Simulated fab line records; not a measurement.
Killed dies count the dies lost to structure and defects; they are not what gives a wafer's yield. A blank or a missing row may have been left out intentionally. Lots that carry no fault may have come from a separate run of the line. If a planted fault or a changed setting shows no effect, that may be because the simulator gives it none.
fab line records ; flow n5_finfet
record: lots: 4; wafers: 12; last_day: 18
route steps=1938 shown STI_FIN_REVEAL@189 DUMMY_GATE@212 BEOL_M4@1111 PASSIVATION@1936
lots that met no fault: taken from a fault-free run of the same line
start_h: hours from the record's first day to the start of the lot's first wafer shown ; wait_h: hours since the lot's step before ; " identical to the entry in the row above ; L1.1+2: several wafers, shown together as one row ; - no value present, or no start provided ; * or withheld: withheld ; < > ~ a bound
route shown NAME@n: names a module that has steps shown in the file, with the first one's number in the route ; usual: average and standard deviation across the fault-free wafers ; same: alike in all rows ; chamber/n: place in a boat ; sites: each site's reading ; _std_site: the standard deviation of these ; _edge_site: the outer-site mean with the inner-site mean subtracted ; radius_mm: how far each site lies from the wafer's centre ; mask NAME#n: copy n ; behind: the most recent tool/chamber to have shaped the wafer ; hold: what put the lot on hold/how long, in hours/how the hold closed ; device: whichever transistor did not switch (one of n, p or np) ; end of line: tests of these same wafers at the route's end ; a step given without rows: its recipe and nothing more ; killed: the dies lost at the first sort to structure and to defects; this is not the yield of the wafer ; map: a wafer's dies, marking killed ones x, the rest . and places with no die _
set.NAME: the setting as run; set.NAME@STEP: as run at that earlier step ; model.NAME: the simulator's own value behind a step, which no gauge read
lots seen at some steps along the route; tables by step, rows by wafer
services: when a tool's chamber went out of use (start_h, in hours from the record's first day, below 0 if earlier), for how many hours, and the reason
== steps ==
step: N5_STI_FIN_REVEAL_DENSIFY_30
recipe: temp_c: *; time_s: *; ambient: N2; idle_temp_c: 600; ramp_up_c_per_s: 150; ramp_down_c_per_s: 60; cool_to_c: 600
step: N5_STI_FIN_REVEAL_ETCHBACK_08
recipe: chemistry: C4F6/O2; target: SiO2; target_depth_a: 305; time_s: 10.167; ion_energy_ev: 250; pressure_mtorr: 30; source_w: 345; bias_w: 185; Ar_flow_sccm: 300; C4F6_flow_sccm: 10; O2_flow_sccm: 10
step: N5_STI_FIN_REVEAL_STRIP_24
recipe: chemistry: N2/H2; time_s: 90; power_w: 100; temp_c: 40; pressure_mtorr: 100; rf_frequency_hz: 6e+07; bias_power_w: 3; n2_flow_sccm: 300; h2_flow_sccm: 300
step: N5_STI_FIN_REVEAL_PRECLEAN_25
recipe: chemistry: SPM; time_s: 90; temp_c: 120; mix: 4:1
step: N5_STI_FIN_REVEAL_PRECLEAN_26
recipe: chemistry: SC1; time_s: 45; temp_c: 46; mix: 1:2:100
step: N5_STI_FIN_REVEAL_PRECLEAN_29
recipe: chemistry: DHF; time_s: 30; temp_c: 25; dilution: 300:1
step: N5_STI_FIN_REVEAL_SRD_12
recipe: time_s: 30; temp_c: 23; rinse_liquid: diw; dry: ipa_marangoni
step: N5_STI_FIN_REVEAL_RECESS_09
recipe: chemistry: HF/NH3; target: SiO2; afs_cycles: 11; target_depth_a: 425; temp_c: 30; sublimation_temp_c: 180; sublimation_time_s: 60
step: N5_STI_FIN_REVEAL_STRIP_16
recipe: chemistry: H3PO4; material: SiNx; temp_c: 165; target_depth_a: 238; overetch_fraction: 0.4964; dry: ipa_marangoni
step: N5_STI_FIN_REVEAL_PRECLEAN_17
recipe: chemistry: NF3:NH3; afs_cycles: 1; temp_c: 30; time_s: 20; sublimation_temp_c: 180; sublimation_time_s: 60; pressure_torr: 3; rf_power_w: 30
step: N5_STI_FIN_REVEAL_ETCH_34
recipe: chemistry: H2; mode: isotropic; material: Si; target: Si; target_depth_a: 9.7; temp_c: 20; pressure_mtorr: 4.5; icp_w: 300; bias_w: 0; h2_flow_sccm: 7.5; he_flow_sccm: 142.5
step: N5_STI_FIN_REVEAL_OXIDATION_31
recipe: chemistry: O2_PLASMA_REMOTE; temp_c: 150; time_s: 20; pressure_mtorr: 1000; source_power_w: 2000; o2_flow_sccm: 3000
usual: chamber_pressure_mTorr: 1000.2/0.89; drypump_motor_current_A: 5.34/0.27; heater_power_w: 150/6.9
lot.wafer;tool;chamber;start_h;wait_h;chamber_pressure_mTorr;drypump_motor_current_A;heater_power_w;rf_hours_counter_h
L258.1;plasma_asher-02;0;54.64;0.0;1000.6;5.23;151;29
L258.4;plasma_asher-02;0;54.64;0.0;999.9;5.22;144;-
L258.5;plasma_asher-02;1;54.64;0.0;999.8;5.51;156;-
L266.3;plasma_asher-02;1;110.52;0.1;999.3;5.53;160;-
L266.4;plasma_asher-02;0;110.52;0.1;998.9;5.24;149;-
L266.5;plasma_asher-02;1;110.52;0.1;1001.6;5.53;153;-
L267.2;plasma_asher-02;1;114.66;0.0;1001.1;5.52;154;42
L267.3;plasma_asher-02;0;114.66;0.0;1001.8;5.23;145;-
L267.6;plasma_asher-02;0;114.66;0.0;999.6;5.23;147;-
L273.2;plasma_asher-01;1;144.33;0.0;1000.2;5.66;155;99
L273.4;plasma_asher-01;0;144.33;0.0;1000.6;5.00;142;-
L273.6;plasma_asher-01;1;144.33;0.0;999.2;5.63;157;-
step: N5_STI_FIN_REVEAL_PRECLEAN_32
recipe: chemistry: NF3:NH3; afs_cycles: 1; temp_c: 30; time_s: 20; sublimation_temp_c: 180; sublimation_time_s: 60; pressure_torr: 3; rf_power_w: 30
step: N5_STI_FIN_REVEAL_STRIP_35
recipe: chemistry: H3PO4; material: Si3N4; temp_c: 165; target_depth_a: 40; time_s: 39
step: N5_STI_FIN_REVEAL_SRD_21
recipe: dry: ipa_marangoni; time_s: 30; temp_c: 23; rinse_liquid: diw
step: N5_STI_FIN_REVEAL_OXIDATION_33
recipe: chemistry: O2_PLASMA_REMOTE; temp_c: 150; time_s: 20; pressure_mtorr: 1000; source_power_w: 2000; o2_flow_sccm: 3000
step: N5_STI_FIN_REVEAL_CLEAN_19
recipe: chemistry: O3/DIW; temp_c: 25; time_s: 120; o3_ppm: 10
step: N5_STI_FIN_REVEAL_SRD_23
recipe: dry: ipa_marangoni; time_s: 30; temp_c: 23; rinse_liquid: diw
step: N5_STI_FIN_REVEAL_PRECLEAN_18
recipe: chemistry: SC2; time_s: 45; temp_c: 35; mix: 1:1:50
step: N5_STI_FIN_REVEAL_SRD_28
recipe: dry: ipa_marangoni; time_s: 30; temp_c: 23; rinse_liquid: diw
step: N5_STI_FIN_REVEAL_INSPECT_13
recipe: inspect_instrument: darkfield; mode: post_clean
usual: raw_defect_count: 12/4.6
lot.wafer;tool;chamber;start_h;wait_h;raw_defect_count
L258.1;defect_inspect-02;-;55.27;0.0;16
L258.4;defect_inspect-02;-;55.27;0.0;9
L258.5;defect_inspect-02;-;55.27;0.0;10
L266.3;defect_inspect-02;-;111.14;0.0;11
L266.4;defect_inspect-02;-;111.14;0.0;534
L266.5;defect_inspect-02;-;111.14;0.0;16
L267.2;defect_inspect-01;-;115.30;0.0;7
L267.3;defect_inspect-01;-;115.30;0.0;545
L267.6;defect_inspect-01;-;115.30;0.0;488
L273.2;defect_inspect-01;-;144.97;0.0;5
L273.4;defect_inspect-01;-;144.97;0.0;9
L273.6;defect_inspect-01;-;144.97;0.0;7
step: N5_DUMMY_GATE_PRECLEAN_00
recipe: chemistry: O3/DIW; time_s: 60; temp_c: 22; o3_ppm: 10
step: N5_BEOL_M4_RC_MEAS_101
usual: DIBL_N: 35.9/1.3; DIBL_P: 35.9/1.5; IOFF_N: 0.152/0.023; IOFF_P: 0.204/0.027; ION_N: 673/9.2; ION_P: 462/6.7; SS_N: 71.4/0.48; SS_P: 73.2/0.55; VT_N: 250.3/2.6; VT_P: -250.6/3
lot.wafer;tool;chamber;start_h;wait_h;DIBL_N[mV/V];DIBL_P[mV/V];IOFF_N[nA/um];IOFF_P[nA/um];ION_N[uA/um];ION_P[uA/um];SS_N[mV/dec];SS_P[mV/dec];VT_N[mV];VT_P[mV]
L258.1;prober-02;0;210.24;0.0;35.9;36.7;0.157;0.184;676;454;70.9;73.6;250.0;-255.3
L258.4;prober-02;0;210.24;0.0;35.6;36.1;0.153;0.183;677;455;71.4;73.0;249.8;-253.7
L258.5;prober-02;0;210.24;0.0;34.1;34.7;0.131;0.165;657;451;70.7;73.4;253.1;-255.4
L267.2;prober-01;0;249.32;0.2;33.1;32.3;0.133;0.194;660;466;71.9;73.0;252.7;-250.9
L267.3;prober-01;0;249.32;0.2;34.5;33.5;0.151;0.209;674;466;71.0;74.4;249.7;-248.4
L267.6;prober-01;0;249.32;0.2;33.1;31.6;0.129;0.186;667;460;70.5;73.0;251.7;-251.0
L266.3;prober-01;0;266.58;0.3;34.2;35.6;0.142;0.205;672;459;71.3;72.9;250.4;-249.3
L266.4;prober-01;0;266.58;0.3;35.0;36.1;0.152;0.216;673;467;71.4;73.4;247.4;-249.7
L266.5;prober-01;0;266.58;0.3;33.9;35.4;0.142;0.196;677;463;71.2;72.7;251.2;-248.4
L273.2;prober-02;0;302.38;0.2;35.0;37.0;0.149;0.214;677;462;71.4;72.4;249.3;-249.2
L273.4;prober-02;0;302.38;0.2;36.0;37.6;0.170;0.232;686;473;71.8;73.5;249.0;-245.5
L273.6;prober-02;0;302.38;0.2;35.0;36.6;0.145;0.206;670;468;72.1;73.3;251.0;-251.0
step: N5_PASSIVATION_PROBE_49
usual: defect_limited_yield: 91.0/1.5; killed_at_M0_to_M3: 37/12; killed_at_M4_up: 13/5; killed_at_contacts: 13/6.1; killed_at_front_end: 39/11; killed_at_other: 4/3.2; killed_dies: 106/17; killed_on_rim: 13/4.2; killed_open: 69/12; killed_short: 35/7.9; sort_bin_5_function: 5.3/1; sort_bin_6_memory: 3.3/0.68; sort_n_pass: 1074/17; sort_yield_pct: 91.0/1.5
same: gross_dies: 1180; killed_at_back_side: 0; sort_bin_4_leakage[%]: 0; sort_bin_8_speed[%]: 0
lot.wafer;tool;chamber;start_h;wait_h;defect_limited_yield[%];killed_at_M0_to_M3;killed_at_M4_up;killed_at_contacts;killed_at_front_end;killed_at_other;killed_dies;killed_on_rim;killed_open;killed_short;sort_bin_5_function[%];sort_bin_6_memory[%];sort_n_pass;sort_yield_pct[%]
L267.3;prober-02;-;361.79;0.2;80.6;19;9;19;180;2;229;11;72;37;13.1;4.0;951;80.6
L267.6;prober-02;-;361.94;0.4;80.4;37;9;18;167;0;231;16;70;35;12.1;4.9;949;80.4
L266.4;prober-01;-;374.56;0.2;81.1;55;11;8;147;2;223;21;65;34;12.0;4.5;957;81.1
killed by level:class
L267.3 STI_FIN_REVEAL:unspecified=120 STI_FIN_REVEAL:geometric_particle:open=18 MOL_CONTACT_COAG:geometric_particle:open=17 FIN_SAQP:geometric_particle:short=12 FIN_SAQP:geometric_particle:open=8 STI_FIN_REVEAL:geometric_particle:short=8 BEOL_M1:geometric_particle:open=8 BEOL_M0_SAQP:geometric_particle:open=6
L267.6 STI_FIN_REVEAL:unspecified=126 MOL_CONTACT_COAG:geometric_particle:open=13 FIN_SAQP:geometric_particle:open=12 BEOL_M1:geometric_particle:open=9 BEOL_M0_SAQP:geometric_particle:short=8 STI_FIN_REVEAL:geometric_particle:open=7 MOL_CONTACT_COAG:geometric_particle:short=5 BEOL_M1:geometric_particle:short=5
L266.4 STI_FIN_REVEAL:unspecified=118 BEOL_M3:geometric_particle:open=14 BEOL_M0_SAQP:geometric_particle:open=13 BEOL_M2:geometric_particle:open=10 GATE_CUT:geometric_particle:short=7 BEOL_M0_SAQP:geometric_particle:short=7 BEOL_M4:geometric_particle:open=5 FIN_SAQP:geometric_particle:open=4
map L266.4 (x killed, . not)
_________________............________________
______________.........x..x....._____________
___________........................__________
__________....x..x..xx....x........._________
________.........x............x.x....._______
_______..........x.....................______
______..........xx.x...................._____
_____.x............x..................x..____
____..x.....x.....x...................x...___
___.x........x.......x................x....__
___x.x....x...x.x.x........................__
__xx...x..x....xx..xx.x.........x.x....x...._
__..........x.xx.xxx.xx...x..x.............._
_.x.....x...xxx.xxxxxx....x...........x.x..x.
_.......x...xxxxxxxxxxx...x.x...............x
_..........xxxxxxxxxxxxxx....................
_.........xxxxxxxxxxxxxxx....x.x...x....x.x..
_.........xxxxxxxxxxxxxxx............x......x
_..x........xxxxxxxxxxxx..x..................
_......x.....xxxxxxxxx.x.x.............x.....
_.............xxxxxxx...x.................x..
__.............x.....xx.....xx..........x..x_
__x..........x.x..x.....xxx.x..............._
___.....x........xxx.......x.....x.xx......__
___......x....x....x........x..............__
____xx...........x......x.......x.........___
_____..........x..xx..x..........x.......____
______..............x..................._____
_______.....x...........x.........x.x.x______
________...........................x.x_______
__________x........................._________
___________.x...........x..........__________
______________.x.......xx...x..._____________
_________________x...........________________
map L267.6 (x killed, . not)
_________________x........x..________________
______________.x..x......xx....._____________
___________xx...x...x..............__________
__________........x................._________
________...x.......x.............x...._______
_______...........x...........x........______
______.............x..........x........._____
_____x......................x.........x..____
____xx.......x...........x....x....x......___
___..........x...........................x.__
___.........x..x......................x....__
__..x.......x.x..xxx.xxx.xx........x.x....x._
__............xx.xxxxxx.xxx.....x......x...._
_.........xxx.xxxxxxxxxxxx...................
_..xx..x.x.x.xxxxxxxxxxx.x..................x
_....x..xx...xxxxxxxxxxx.x...................
_.....x...xxxxxxxxxxxxxx..x.x.........x.....x
_.........xxxxxxxxxxxxxxxx..........x......x.
_.x........x.xxxxxxxxxxxx...x................
_............xxxxxxxxx...x....x....x.........
_xx..........x.xxxxxxxxx....x...x.x.......x..
__....x......x.x.xxx.xx.x.....x...x.......x._
__....x........x.........................x.._
___.....x.x........x..x....x...............__
___..........................x.............__
____.xx.......x....................x..x...___
_____....x....x......x.x..x..........x...____
______..x..x........x........x.x........_____
_______................xx..............______
________......x..x...................._______
__________.........................._________
___________............x...........__________
______________.......x.........._____________
_________________...x........________________
== services ==
tool;chamber;start_h;hours;kind
plasma_asher-02;-;35.36;14.6;pm
plasma_asher-01;-;66.22;1.2;repair
== key ==
first_sign: step: N5_STI_FIN_REVEAL_INSPECT_13; reading: raw_defect_count; direction: up; sigmas: 99+; usual: 12; struck: 522
effect: step: N5_PASSIVATION_PROBE_49; reading: killed_at_front_end; direction: up; sigmas: 12; usual: 39; struck: 165
more_kills_born_at: N5_STI_FIN_REVEAL_OXIDATION_31@plasma_asher-02: 364
met_at N5_STI_FIN_REVEAL_OXIDATION_31
struck_wafers L266.4,L267.3,L267.6
onset_between 54.64 110.52
fault: kind: chamber_particle_source; tool: plasma_asher-02; chamber: 0; onset_h: 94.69; steps: N5_STI_FIN_REVEAL_OXIDATION_31; rate_per_visit_cm2: 0.78261; end_h: 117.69
